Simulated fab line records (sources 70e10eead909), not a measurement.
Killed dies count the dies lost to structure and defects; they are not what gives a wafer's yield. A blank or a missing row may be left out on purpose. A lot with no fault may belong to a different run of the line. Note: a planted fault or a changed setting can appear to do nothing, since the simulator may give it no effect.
fab line records ; flow nandHarc
record lots=11; wafers=33; lastDay=33
route steps=1302 shown P_CONTACT@235 P_M0@261 END@1302
lots that met no fault: from a run of the same line without faults
startH: hours from the record's first day to the start of the lot's first wafer shown ; waitH: time in hours since the lot's previous step ; " as in the row above ; L1.1+2: one row covering several wafers at once ; - value missing, or start not given ; * or withheld: withheld ; < > ~ a bound
route shown NAME@n: a module of which the file shows steps, and the number in the route of the first ; usual: mean/standard deviation taken from wafers without a fault ; same: alike in all rows ; chamber/n: place in a boat ; sites: readings site by site ; _std_site: how widely they spread, as a standard deviation ; _edge_site: outer sites' mean less inner sites' ; radiusMm: how far each site lies from the wafer's centre ; mask NAME#n: copy n ; behind: the most recent tool/chamber to have shaped the wafer ; hold: cause of the lot's hold/its duration in hours/its outcome ; device: which transistor (n, p or np) failed to switch ; end of line: tests run on the same wafers once the route is complete ; for a step that has no rows: nothing shown but its recipe ; killed: dies that structure and defects cost at the first sort, which is not the same as the wafer's yield ; map: shows each die of a wafer: x if killed, . if not, _ if none is there
set.NAME: the setting that was run; set.NAME@STEP: the one run at that earlier step ; model.NAME: the simulator's own value behind a step, which no gauge read
one table for each step of the route and one row for each wafer, over a sample of lots
services: a tool's chamber out of use, with start hour (startH, from the record's first day; less than 0 if before it), hours out, and reason
## steps
# step NHARC_P_CONTACT_DESCUM_17
# recipe timeS=3; o2FlowSccm=200; arFlowSccm=0; biasPowerW=0; chemistry=O2
# usual drypumpMotorCurrentA=5.8/0.38; o2FlowSccm=200.0/0.64; oesProductAu=0.998/0.012; rfVppV=57.8/0.95; showerheadPlenumPTorr=1.95/0.096; throttleValvePct=11.310/0.0093
# same biasPowerW=0
lot.wafer;tool;chamber;startH;waitH;drypumpMotorCurrentA;o2FlowSccm;oesProductAu;rfHoursCounterH;rfVppV;showerheadPlenumPTorr;throttleValvePct
L821.3;rieDiel-09;0;123.30;0.1;5.5;199.4;0.991;3.5;56.0;1.79;11.314
L821.4;rieDiel-09;3;123.30;0.1;6.5;200.1;0.992;3.2;56.5;1.85;11.310
L821.5;rieDiel-09;0;123.30;0.1;5.5;200.7;0.985;-;56.8;1.79;11.312
L824.4;rieDiel-03;2;150.59;0.1;6.7;198.8;1.007;1.0;57.7;1.98;11.289
L824.3;rieDiel-03;3;150.59;0.1;5.9;199.6;1.005;1.0;57.3;1.95;11.299
L824.2;rieDiel-03;1;150.59;0.1;5.6;200.6;0.988;1.0;58.6;2.04;11.302
L827.4;rieDiel-09;1;183.25;0.1;5.8;201.0;1.001;0.7;58.7;2.03;11.305
L827.1;rieDiel-09;2;183.25;0.1;5.9;199.6;1.001;0.7;59.2;2.01;11.321
L827.2;rieDiel-09;3;183.25;0.1;6.5;199.6;0.990;0.7;56.9;1.85;11.310
L832.2;rieDiel-03;0;229.34;0.1;5.5;200.4;1.012;3.1;58.3;1.99;11.301
L832.5;rieDiel-03;2;229.34;0.1;6.7;200.0;1.025;-;56.8;1.98;11.326
L832.6;rieDiel-03;3;229.34;0.1;5.9;199.9;0.996;-;57.9;1.95;11.307
L834.1;rieDiel-09;0;243.81;0.1;5.5;199.1;0.984;2.7;57.3;1.79;11.308
L834.4;rieDiel-09;3;243.81;0.1;6.5;199.6;0.981;2.8;58.0;1.85;11.290
L834.5;rieDiel-09;0;243.81;0.1;5.5;198.1;0.978;-;55.8;1.79;11.299
L836.4;rieDiel-07;3;268.73;0.1;6.1;200.5;0.988;5.7;58.6;2.05;11.310
L836.5;rieDiel-07;0;268.73;0.1;5.5;198.8;0.974;-;56.4;2.04;11.313
L836.6;rieDiel-07;1;268.73;0.1;5.5;200.5;0.999;-;57.3;1.84;11.311
L837.1;rieDiel-07;3;283.89;0.1;6.1;200.0;0.984;6.5;58.6;2.05;11.319
L837.3;rieDiel-07;1;283.89;0.1;5.5;200.7;0.998;6.8;58.1;1.84;11.315
L837.5;rieDiel-07;3;283.89;0.1;6.1;200.5;0.983;-;56.2;2.05;11.314
L838.1;rieDiel-03;0;292.13;0.1;5.4;201.7;1.012;0.0;57.0;1.99;11.297
L838.6;rieDiel-03;3;292.13;0.1;5.9;199.4;0.987;-;57.3;1.95;11.307
L838.5;rieDiel-03;0;292.13;0.1;5.5;200.4;1.008;-;57.2;1.99;11.323
L839.2;rieDiel-03;2;297.57;0.1;6.6;199.9;1.012;0.2;57.5;1.98;11.329
L839.5;rieDiel-03;1;297.57;0.1;5.6;199.7;0.981;-;58.3;2.04;11.315
L839.6;rieDiel-03;2;297.57;0.1;6.7;200.4;1.001;-;57.6;1.98;11.301
L842.1;rieDiel-07;1;325.02;0.1;5.5;201.2;0.998;0.9;58.3;1.84;11.310
L842.2;rieDiel-07;2;325.02;0.1;5.5;200.7;1.003;1.1;56.9;1.78;11.318
L842.4;rieDiel-07;3;325.02;0.1;6.1;199.8;0.980;1.3;58.4;2.05;11.304
L843.2;rieDiel-09;1;334.05;0.1;5.8;198.7;0.986;0.0;60.0;2.03;11.303
L843.4;rieDiel-09;2;334.05;0.1;5.9;200.8;0.999;0.0;57.5;2.01;11.327
L843.6;rieDiel-09;2;334.05;0.1;5.8;199.7;0.994;-;58.5;2.00;11.298
# step NHARC_P_CONTACT_STRIP_28
# recipe o2FlowSccm=500; arFlowSccm=0; biasW=0; chemistry=O2
# usual drypumpMotorCurrentA=5.8/0.41; o2FlowSccm=499.8/1.3; oesProductAu=0.997/0.013; rfVppV=58.0/0.88; showerheadPlenumPTorr=3.61/0.15; throttleValvePct=17.038/0.0083
lot.wafer;tool;chamber;startH;waitH;drypumpMotorCurrentA;o2FlowSccm;oesProductAu;rfHoursCounterH;rfVppV;showerheadPlenumPTorr;throttleValvePct
L821.4;rieDiel-09;2;124.25;0.1;5.9;501.2;0.995;3.4;57.3;3.69;17.031
L821.3;rieDiel-09;3;124.25;0.1;6.6;502.5;0.979;3.5;56.5;3.43;17.041
L821.5;rieDiel-09;2;124.25;0.1;5.8;501.1;0.999;-;58.1;3.69;17.044
L824.3;rieDiel-07;0;151.53;0.1;5.5;497.5;0.991;1.1;58.0;3.75;17.041
L824.2;rieDiel-07;1;151.53;0.1;5.5;498.4;1.018;0.9;59.2;3.41;17.035
L824.4;rieDiel-07;3;151.53;0.1;6.1;498.0;1.012;1.0;58.0;3.77;17.043
L827.1;rieDiel-03;3;184.20;0.1;5.9;502.1;0.995;1.8;57.1;3.60;17.032
L827.2;rieDiel-03;0;184.20;0.1;5.5;498.4;1.024;1.9;57.6;3.66;17.033
L827.4;rieDiel-03;1;184.20;0.1;5.6;500.7;0.977;1.8;57.5;3.75;17.053
L832.2;rieDiel-03;0;230.28;0.1;5.5;499.6;1.022;3.5;58.2;3.66;17.025
L832.5;rieDiel-03;3;230.28;0.1;5.9;499.9;0.999;-;58.0;3.60;17.044
L832.6;rieDiel-03;0;230.28;0.1;5.5;499.1;1.024;-;57.4;3.66;17.043
L834.1;rieDiel-03;0;244.80;0.1;5.4;499.0;1.006;3.9;58.0;3.66;17.047
L834.4;rieDiel-03;3;244.80;0.1;5.9;500.7;0.994;3.8;57.8;3.60;17.059
L834.5;rieDiel-03;0;244.80;0.1;5.5;498.6;1.009;-;58.4;3.66;17.037
L836.4;rieDiel-03;0;269.68;0.1;5.4;499.6;1.023;4.6;58.2;3.66;17.026
L836.5;rieDiel-03;2;269.68;0.1;6.7;500.7;1.009;-;57.4;3.65;17.038
L836.6;rieDiel-03;3;269.68;0.1;5.9;500.2;1.001;-;56.2;3.60;17.034
L837.3;rieDiel-07;3;284.83;0.1;6.1;500.6;1.003;6.9;58.2;3.76;17.032
L837.1;rieDiel-07;2;284.83;0.1;5.5;499.3;1.010;6.8;55.9;3.30;17.042
L837.5;rieDiel-07;0;284.83;0.1;5.5;501.4;0.982;-;58.6;3.75;17.045
L838.1;rieDiel-09;0;293.11;0.1;5.5;498.4;0.997;3.7;57.1;3.32;17.049
L838.5;rieDiel-09;1;293.11;0.1;5.9;497.9;0.987;-;56.3;3.72;17.034
L838.6;rieDiel-09;2;293.11;0.1;5.8;499.3;1.000;-;58.6;3.69;17.046
L839.2;rieDiel-09;0;298.52;0.1;5.5;500.5;0.983;3.7;56.3;3.32;17.033
L839.5;rieDiel-09;3;298.52;0.1;6.6;500.8;0.990;-;57.4;3.43;17.034
L839.6;rieDiel-09;0;298.52;0.1;5.5;501.1;0.996;-;57.7;3.32;17.042
L842.2;rieDiel-07;0;325.99;0.1;5.5;498.9;0.993;1.4;57.4;3.75;17.053
L842.1;rieDiel-07;1;325.99;0.1;5.5;498.8;1.010;1.2;57.6;3.40;17.032
L842.4;rieDiel-07;2;325.99;0.1;5.5;500.6;1.003;1.5;57.8;3.30;17.027
L843.2;rieDiel-07;1;335.03;0.1;5.5;497.5;1.011;1.6;57.7;3.40;17.032
L843.4;rieDiel-07;2;335.03;0.1;5.5;497.7;1.008;2.0;58.3;3.29;17.037
L843.6;rieDiel-07;0;335.03;0.1;5.5;500.5;0.984;-;57.2;3.75;17.038
# step NHARC_P_M0_PEB_07
# recipe pebTempC=100; pebTimeS=65
# usual heaterPowerTotalW=156.6/0.45; plateTempC=99.97/0.12
lot.wafer;tool;chamber;startH;waitH;heaterPowerTotalW;plateTempC
L821.3;lithoTrack-06;0;127.21;0.0;156.3;100.05
L821.4;lithoTrack-06;0;127.21;0.0;157.1;99.99
L821.5;lithoTrack-06;0;127.21;0.0;157.0;100.07
L824.2;lithoTrack-06;0;154.50;0.1;157.1;99.90
L824.3;lithoTrack-06;0;154.50;0.1;156.2;99.99
L824.4;lithoTrack-06;0;154.50;0.1;156.2;99.85
L827.1;lithoTrack-01;0;187.14;0.1;157.1;99.85
L827.2;lithoTrack-01;0;187.14;0.1;156.0;100.08
L827.4;lithoTrack-01;0;187.14;0.1;156.1;99.97
L832.2;lithoTrack-06;0;233.83;0.1;156.8;100.03
L832.5;lithoTrack-06;0;233.83;0.1;157.2;99.72
L832.6;lithoTrack-06;0;233.83;0.1;156.3;99.98
L834.1;lithoTrack-04;0;247.75;0.1;156.3;100.05
L834.4;lithoTrack-04;0;247.75;0.1;156.0;99.90
L834.5;lithoTrack-04;0;247.75;0.1;156.9;99.87
L836.4;lithoTrack-06;0;272.61;0.0;157.2;99.93
L836.5;lithoTrack-06;0;272.61;0.0;156.2;100.01
L836.6;lithoTrack-06;0;272.61;0.0;157.0;100.20
L837.1;lithoTrack-04;0;287.72;0.1;156.0;100.07
L837.3;lithoTrack-04;0;287.72;0.1;156.7;99.79
L837.5;lithoTrack-04;0;287.72;0.1;156.2;100.17
L838.1;lithoTrack-06;0;295.93;0.1;157.0;99.82
L838.5;lithoTrack-06;0;295.93;0.1;156.9;99.82
L838.6;lithoTrack-06;0;295.93;0.1;156.2;100.11
L839.2;lithoTrack-01;0;301.53;0.1;157.1;99.96
L839.5;lithoTrack-01;0;301.53;0.1;156.6;99.99
L839.6;lithoTrack-01;0;301.53;0.1;156.9;99.89
L842.1;lithoTrack-06;0;328.98;0.1;152.8;98.03
L842.2;lithoTrack-06;0;328.98;0.1;151.5;98.01
L842.4;lithoTrack-06;0;328.98;0.1;152.4;97.92
L843.2;lithoTrack-06;0;338.07;0.1;152.6;97.80
L843.4;lithoTrack-06;0;338.07;0.1;151.9;97.99
L843.6;lithoTrack-06;0;338.07;0.1;151.8;97.93
# step NHARC_P_M0_CD_MEAS_09
# recipe targetCdNm=90; landingEnergyEv=500
# usual cdNm=89.7/0.92
# same landingEnergyEv=500
lot.wafer;tool;chamber;startH;waitH;cdNm
L821.3;cdSem-03;0;127.29;-;87.7
L821.4;cdSem-03;0;127.29;-;90.5
L821.5;cdSem-03;0;127.29;-;90.5
L824.2;cdSem-03;0;154.59;-;89.7
L824.3;cdSem-03;0;154.59;-;89.4
L824.4;cdSem-03;0;154.59;-;88.2
L827.1;cdSem-03;0;187.22;-;90.6
L827.2;cdSem-03;0;187.22;-;90.3
L827.4;cdSem-03;0;187.22;-;90.3
L832.2;cdSem-03;0;233.92;-;90.6
L832.5;cdSem-03;0;233.92;-;88.5
L832.6;cdSem-03;0;233.92;-;89.1
L834.1;cdSem-03;0;247.82;-;89.1
L834.4;cdSem-03;0;247.82;-;91.3
L834.5;cdSem-03;0;247.82;-;90.3
L836.4;cdSem-01;0;272.69;-;88.7
L836.5;cdSem-01;0;272.69;-;90.3
L836.6;cdSem-01;0;272.69;-;89.9
L837.1;cdSem-01;0;287.80;-;90.5
L837.3;cdSem-01;0;287.80;-;90.5
L837.5;cdSem-01;0;287.80;-;90.7
L838.1;cdSem-02;0;296.01;-;89.8
L838.5;cdSem-02;0;296.01;-;89.9
L838.6;cdSem-02;0;296.01;-;88.4
L839.2;cdSem-03;0;301.61;-;87.4
L839.5;cdSem-03;0;301.61;-;88.8
L839.6;cdSem-03;0;301.61;-;88.5
L842.1;cdSem-03;0;329.06;-;81.7
L842.2;cdSem-03;0;329.06;-;81.5
L842.4;cdSem-03;0;329.06;-;82.8
L843.2;cdSem-03;0;338.15;-;80.7
L843.4;cdSem-03;0;338.15;-;82.1
L843.6;cdSem-03;0;338.15;-;81.3
# step NHARC_P_M0_ETCH_34
# recipe targetDepthA=400; overetchA=120; timeS=43.94; ionEnergyEv=200; n2FlowSccm=150; h2FlowSccm=150; arFlowSccm=0; rfW=400; biasW=150; chemistry=N2/H2
# usual drypumpMotorCurrentA=5.7/0.33; oesProductAu=1.006/0.016; rfVppV=430.7/2.7; showerheadPlenumPTorr=2.05/0.098; throttleValvePct=14.171/0.0086
lot.wafer;tool;chamber;startH;waitH;drypumpMotorCurrentA;oesProductAu;rfHoursCounterH;rfVppV;showerheadPlenumPTorr;throttleValvePct
L821.3;rieDiel-01;1;127.56;0.1;6.1;0.997;31;431.0;2.03;14.162
L821.4;rieDiel-01;2;127.56;0.1;5.9;0.973;30;426.2;1.88;14.180
L821.5;rieDiel-01;0;127.56;0.1;4.7;1.011;-;431.9;2.07;14.178
L824.4;rieDiel-05;2;154.86;0.1;6.1;1.011;14;428.6;1.96;14.170
L824.3;rieDiel-05;3;154.86;0.1;5.7;0.983;12;434.0;2.15;14.171
L824.2;rieDiel-05;0;154.86;0.1;5.7;0.997;13;430.5;2.08;14.182
L827.2;rieDiel-01;0;187.49;0.1;4.7;1.011;57;431.4;2.06;14.171
L827.4;rieDiel-01;1;187.49;0.1;6.1;1.012;52;430.8;2.03;14.173
L827.1;rieDiel-01;2;187.49;0.1;5.9;0.989;50;424.8;1.87;14.170
L832.2;rieDiel-01;0;234.20;0.1;4.7;1.008;10;432.1;2.06;14.172
L832.6;rieDiel-01;2;234.20;0.1;5.9;0.986;-;434.5;2.22;14.154
L832.5;rieDiel-01;3;234.20;0.1;5.6;1.005;-;434.3;2.20;14.168
L834.4;rieDiel-05;1;248.10;0.1;6.0;1.004;2;430.6;2.09;14.158
L834.1;rieDiel-05;3;248.10;0.1;5.7;0.998;1;432.3;2.14;14.190
L834.5;rieDiel-05;0;248.10;0.1;5.7;0.993;-;431.6;2.07;14.169
L836.6;rieDiel-01;2;273.00;0.1;5.9;0.990;-;433.5;2.21;14.186
L836.4;rieDiel-01;0;273.00;0.1;4.7;1.000;-;430.3;2.06;14.170
L836.5;rieDiel-01;1;273.00;0.1;6.1;1.017;-;431.0;2.02;14.185
L837.3;rieDiel-05;0;288.12;0.1;5.7;1.001;7;430.7;2.07;14.162
L837.1;rieDiel-05;3;288.12;0.1;5.7;1.007;6;432.6;2.14;14.170
L837.5;rieDiel-05;1;288.12;0.1;6.0;1.010;-;432.1;2.08;14.174
L838.1;rieDiel-05;1;296.28;0.1;6.0;1.005;10;430.7;2.08;14.163
L838.5;rieDiel-05;1;296.28;0.1;6.0;1.001;-;429.6;2.08;14.161
L838.6;rieDiel-05;2;296.28;0.1;6.0;1.029;-;428.3;1.95;14.159
L839.2;rieDiel-01;1;301.88;0.1;6.0;1.017;29;428.6;2.02;14.178
L839.6;rieDiel-01;1;301.88;0.1;6.1;1.014;-;429.5;2.02;14.171
L839.5;rieDiel-01;2;301.88;0.1;5.9;0.997;-;434.0;2.21;14.167
L842.1;rieDiel-05;1;329.33;0.1;6.0;0.996;15;431.2;2.08;14.171
L842.4;rieDiel-05;3;329.33;0.1;5.7;0.995;12;432.8;2.13;14.178
L842.2;rieDiel-05;0;329.33;0.1;5.7;0.986;13;431.3;2.07;14.178
L843.4;rieDiel-05;3;338.44;0.1;5.7;1.003;14;432.8;2.13;14.169
L843.2;rieDiel-05;1;338.44;0.1;6.0;1.007;17;430.5;2.08;14.179
L843.6;rieDiel-05;0;338.44;0.1;5.7;1.004;-;431.9;2.06;14.182
# step NHARC_END_SORT_01
# recipe tempC=25
# usual defectLimitedYield=91/3.2; killedAtArray=58/22; killedAtOther=1.0/1.3; killedAtPeriphery=5/3.4; killedDies=64/22; killedOpen=3.6/1.8; killedShort=2.4/1.7
# same grossDies=677
lot.wafer;tool;chamber;startH;waitH;defectLimitedYield[%];killedAtArray;killedAtOther;killedAtPeriphery;killedDies;killedOpen;killedShort
L832.2;prober-01;0;667.69;2.8;94;32;1;5;38;5;2
L832.5;prober-01;0;670.11;3.7;94;34;0;7;41;4;2
L832.6;prober-01;0;670.91;4.0;93;43;0;4;47;4;0
L834.1;prober-02;0;677.43;2.5;84;102;0;3;105;2;4
L834.4;prober-02;0;679.82;3.4;87;89;0;1;90;1;1
L834.5;prober-02;0;680.61;3.7;85;98;0;3;101;4;0
L836.4;prober-02;0;705.16;3.4;87;79;3;3;85;1;3
L836.5;prober-02;0;705.97;3.7;89;65;1;10;76;3;6
L836.6;prober-02;0;706.78;4.0;86;86;0;8;94;5;5
L837.1;prober-01;0;718.31;2.5;87;74;6;6;86;3;4
L837.3;prober-01;0;719.92;3.1;88;78;0;1;79;5;4
L837.5;prober-01;0;721.54;3.7;86;90;2;5;97;4;2
L843.2;prober-01;0;779.88;2.8;85;84;2;18;104;7;3
L843.4;prober-01;0;781.50;3.4;87;73;2;15;90;5;4
L843.6;prober-01;0;783.12;4.0;89;60;0;16;76;5;2
# killed by level:class
L832.2 A_CHANNEL_HOLE_D2:chamberFilmFlake=19 A_CHANNEL_HOLE_D1:chamberFilmFlake=3 P_CONTACT:geometricParticle:open=2 A_DECK1_JOINT:chamberFilmFlake=2 P_M1:geometricParticle:open=1 A_ONON_D1:geometricParticle:open=1 A_DECK1_JOINT:geometricParticle:short=1 A_M1:geometricParticle:open=1
L832.5 A_CHANNEL_HOLE_D2:chamberFilmFlake=16 P_GATE:chamberFilmFlake=4 A_CHANNEL_HOLE_D1:chamberFilmFlake=4 A_CONTACT:chamberFilmFlake=4 P_CONTACT:geometricParticle:open=2 A_STAIRCASE:chamberFilmFlake=2 A_WL_FILL:chamberFilmFlake=2 P_M0:geometricParticle:open=1
L832.6 A_CHANNEL_HOLE_D2:chamberFilmFlake=15 A_CHANNEL_HOLE_D1:chamberFilmFlake=11 A_CONTACT:chamberFilmFlake=7 P_GATE:chamberFilmFlake=3 A_SGD_CUT:chamberFilmFlake=3 A_BLC:chamberFilmFlake=2 P_M0:geometricParticle:open=1 A_SOURCE_PLATE:geometricParticle:open=1
L834.1 A_CHANNEL_HOLE_D1:chamberFilmFlake=36 A_SLIT:chamberFilmFlake=36 A_CHANNEL_HOLE_D2:chamberFilmFlake=18 A_CHANNEL_FILL_D1:geometricParticle:short=2 A_WL_FILL:chamberFilmFlake=2 A_M1:chamberFilmFlake=2 P_CONTACT:geometricParticle:open=1 A_ONON_D2:geometricParticle:open=1
L834.4 A_CHANNEL_HOLE_D1:chamberFilmFlake=43 A_SLIT:chamberFilmFlake=25 A_CHANNEL_HOLE_D2:chamberFilmFlake=12 A_WL_FILL:chamberFilmFlake=2 A_M1:chamberFilmFlake=2 P_M2:geometricParticle:short=1 A_SGD_CUT:geometricParticle:open=1 A_CHANNEL_FILL_D1:chamberFilmFlake=1
L834.5 A_SLIT:chamberFilmFlake=38 A_CHANNEL_HOLE_D1:chamberFilmFlake=31 A_CHANNEL_HOLE_D2:chamberFilmFlake=15 A_M1:chamberFilmFlake=4 A_CHANNEL_FILL_D1:geometricParticle:open=2 A_WL_FILL:chamberFilmFlake=2 P_M2:geometricParticle:open=1 A_CHANNEL_HOLE_D1:geometricParticle:open=1
L836.4 A_CHANNEL_HOLE_D1:chamberFilmFlake=36 A_SLIT:chamberFilmFlake=30 A_CONTACT:chamberFilmFlake=7 THIN_TSV:chamberFilmFlake=3 A_CHANNEL_FILL_D1:geometricParticle:short=2 A_CHANNEL_FILL_D2:chamberFilmFlake=2 P_STI:geometricParticle:open=1 A_M1:geometricParticle:short=1
L836.5 A_CHANNEL_HOLE_D1:chamberFilmFlake=27 A_SLIT:chamberFilmFlake=23 A_CONTACT:chamberFilmFlake=7 P_ZERO_WELL:chamberFilmFlake=5 P_M2:chamberFilmFlake=3 P_STI:geometricParticle:open=1 A_SOURCE_PLATE:geometricParticle:short=1 A_DECK1_JOINT:geometricParticle:short=1
L836.6 A_SLIT:chamberFilmFlake=36 A_CHANNEL_HOLE_D1:chamberFilmFlake=31 A_CONTACT:chamberFilmFlake=8 P_M2:chamberFilmFlake=3 A_CHANNEL_FILL_D1:geometricParticle:short=2 P_GATE:chamberFilmFlake=2 A_STAIRCASE:chamberFilmFlake=2 P_CONTACT:geometricParticle:open=1
L837.1 A_SLIT:chamberFilmFlake=34 A_CHANNEL_HOLE_D1:chamberFilmFlake=26 THIN_TSV:chamberFilmFlake=5 A_STAIRCASE:chamberFilmFlake=4 P_ZERO_WELL:chamberFilmFlake=2 P_BONDPAD:chamberFilmFlake=2 A_CHANNEL_FILL_D2:chamberFilmFlake=2 P_CONTACT:geometricParticle:short=1
L837.3 A_CHANNEL_HOLE_D1:chamberFilmFlake=31 A_SLIT:chamberFilmFlake=27 A_STAIRCASE:chamberFilmFlake=5 A_CHANNEL_FILL_D1:geometricParticle:short=2 A_DECK1_JOINT:chamberFilmFlake=2 A_CONTACT:chamberFilmFlake=2 A_BONDPAD:chamberFilmFlake=2 P_M0:geometricParticle:open=1
L837.5 A_SLIT:chamberFilmFlake=38 A_CHANNEL_HOLE_D1:chamberFilmFlake=33 A_STAIRCASE:chamberFilmFlake=6 A_DECK1_JOINT:chamberFilmFlake=4 A_DECK1_JOINT:geometricParticle:open=2 P_GATE:chamberFilmFlake=2 P_BONDPAD:chamberFilmFlake=2 HYBRID_BOND:latent=2
L843.2 A_SLIT:chamberFilmFlake=36 A_CHANNEL_HOLE_D2:chamberFilmFlake=34 P_STI:chamberFilmFlake=8 P_CONTACT:chamberFilmFlake=4 A_CHANNEL_HOLE_D2:geometricParticle:open=2 A_ZERO_WELL:chamberFilmFlake=2 A_STAIRCASE:chamberFilmFlake=2 A_CONTACT:chamberFilmFlake=2
L843.4 A_SLIT:chamberFilmFlake=34 A_CHANNEL_HOLE_D2:chamberFilmFlake=29 P_STI:chamberFilmFlake=4 P_GATE:chamberFilmFlake=4 P_CONTACT:chamberFilmFlake=3 A_ONON_D1:geometricParticle:open=2 A_CHANNEL_FILL_D1:chamberFilmFlake=2 P_STI:geometricParticle:open=1
L843.6 A_SLIT:chamberFilmFlake=30 A_CHANNEL_HOLE_D2:chamberFilmFlake=17 P_CONTACT:chamberFilmFlake=6 P_STI:chamberFilmFlake=4 P_GATE:chamberFilmFlake=3 A_STAIRCASE:chamberFilmFlake=3 A_ONON_D1:geometricParticle:short=2 A_WL_FILL:geometricParticle:open=2
## services
tool;chamber;startH;hours;kind
rieDiel-05;3;99.39;5.0;repair
rieDiel-05;0;100.04;1.7;repair
rieDiel-07;-;102.07;2.0;repair
rieDiel-03;-;104.30;9.0;pm
rieDiel-07;-;117.32;9.0;pm
rieDiel-03;0;128.10;5.5;repair
rieDiel-09;-;143.10;9.0;pm
rieDiel-05;1;147.59;4.8;repair
lithoTrack-01;-;155.00;7.0;pm
rieDiel-01;3;163.66;8.1;repair
lithoTrack-06;-;179.00;7.0;pm
rieDiel-09;-;191.15;8.7;repair
lithoTrack-04;-;203.00;7.0;pm
rieDiel-01;-;203.96;9.0;pm
rieDiel-05;1;221.90;2.4;repair
rieDiel-07;-;227.28;33.0;repair
rieDiel-05;-;229.60;9.0;pm
rieDiel-01;3;272.45;23.5;repair
rieDiel-03;-;281.30;9.0;pm
rieDiel-07;-;294.32;9.0;pm
rieDiel-09;-;320.10;9.0;pm
rieDiel-03;2;327.64;4.8;repair
rieDiel-07;-;328.96;0.3;repair
lithoTrack-01;-;330.00;7.0;pm
## key
firstSign step=NHARC_P_M0_PEB_07; reading=plateTempC; direction=down; sigmas=17; usual=*; struck=*
effect step=NHARC_P_M0_PEB_07; reading=heaterPowerTotalW; direction=down; sigmas=9.9; usual=*; struck=*
effect step=NHARC_P_M0_CD_MEAS_09; reading=cdNm; direction=down; sigmas=8.7; usual=89.7; struck=81.7
metAt NHARC_P_M0_PEB_07
struckLots L842,L843
rowsEnd L842.1,L842.2,L842.4
notActingAt NHARC_P_CONTACT_DESCUM_17,NHARC_P_CONTACT_STRIP_28,NHARC_P_M0_ETCH_34
onsetBetween 295.93 328.98
fault kind=processParameterDrift; tool=lithoTrack-06; chamber=-; onsetH=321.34; steps=NHARC_P_M0_PEB_07; channel=pebTempC; offset=*; shape=step; actsIn=*; stated=*
# rowsEnd: these wafers met a further fault down the route, and their rows from its step on are left out
